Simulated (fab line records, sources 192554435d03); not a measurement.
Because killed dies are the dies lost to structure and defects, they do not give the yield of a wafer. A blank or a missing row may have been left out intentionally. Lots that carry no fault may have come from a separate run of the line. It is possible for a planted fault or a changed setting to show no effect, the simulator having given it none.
Chamber matching + flow n5Finfet + N5_BEOL_M9_PECVD_70 on pecvd-01: 3 sister chambers
The step deposits SiO2 from TEOS/O2, target thk 20 nm, time 22.7 s. 16 wafers are shown with their chamber, then 8 later ones without.

## WAFERS, EACH WITH ITS CHAMBER
| wafer  | chamber | showerheadVppV (V) | throttleValvePct (%) | showerheadPlenumPTorr (Torr) |
|--------|---------|--------------------|----------------------|------------------------------|
| L075.3 | 2       | 1396               | 20.9                 | 8.81                         |
| L075.5 | 0       | 1178               | 22.9                 | 8.88                         |
| L075.6 | 2       | 1376               | 20.9                 | 8.81                         |
| L083.1 | 2       | 1370               | 20.9                 | 8.82                         |
| L083.2 | 0       | 1155               | 22.7                 | 8.91                         |
| L083.5 | 2       | 1364               | 20.6                 | 8.82                         |
| L080.1 | 1       | 1254               | 23.3                 | 8.74                         |
| L080.2 | 0       | 1155               | 23.0                 | 8.89                         |
| L080.5 | 1       | 1255               | 23.7                 | 8.77                         |
| L084.1 | 1       | 1281               | 23.3                 | 8.79                         |
| L084.4 | 0       | 1176               | 23.0                 | 8.87                         |
| L084.5 | 2       | 1389               | 21.0                 | 8.81                         |
| L082.2 | 0       | 1155               | 23.2                 | 8.89                         |
| L082.4 | 2       | 1389               | 20.8                 | 8.82                         |
| L082.5 | 0       | 1162               | 23.0                 | 8.88                         |
| L085.2 | 0       | 1162               | 22.9                 | 8.88                         |

SIGNATURES (means of the wafers above)
| reading               | chamber 0 | chamber 1 | chamber 2 | scatter within a chamber |
|-----------------------|-----------|-----------|-----------|--------------------------|
| showerheadVppV        | 1163.29   | 1263.33   | 1380.67   | 11.9                     |
| throttleValvePct      | 22.957    | 23.433    | 20.850    | 0.161                    |
| showerheadPlenumPTorr | 8.8857    | 8.7667    | 8.8150    | 0.0136                   |
Rule: a wafer lies at a distance from a chamber equal to the root of the sum of squares, over the readings, of (its reading less the chamber's mean, divided by the reading's scatter). The wafer belongs to the nearest chamber; if the next one is less than 2 further off, it can't be placed. How the scatter is found: for the shown wafers, subtract from each reading the mean of its chamber, square and add these, divide the total by (wafers less chambers), then take the root.

## WAFERS MISSING THEIR CHAMBER
| wafer  | showerheadVppV (V) | throttleValvePct (%) | showerheadPlenumPTorr (Torr) |
|--------|--------------------|----------------------|------------------------------|
| L085.5 | 1147               | 22.9                 | 8.89                         |
| L085.6 | 1243               | 23.5                 | 8.75                         |
| L088.1 | 1169               | 22.9                 | 8.88                         |
| L088.2 | 1238               | 23.3                 | 8.77                         |
| L088.3 | 1384               | 20.9                 | 8.81                         |
| L096.1 | 1270               | 23.3                 | 8.76                         |
| L096.3 | 1385               | 21.0                 | 8.82                         |
| L096.5 | 1270               | 23.5                 | 8.76                         |

## EACH ONE'S CHAMBER
| wafer  | from the rows above | in truth |
|--------|---------------------|----------|
| L085.5 | 0                   | 0        |
| L085.6 | 1                   | 1        |
| L088.1 | 0                   | 0        |
| L088.2 | 1                   | 1        |
| L088.3 | 2                   | 2        |
| L096.1 | 1                   | 1        |
| L096.3 | 2                   | 2        |
| L096.5 | 1                   | 1        |
Placed correctly: 8 of 8. From these rows, 0 cannot be placed. Number placed wrongly: 0.
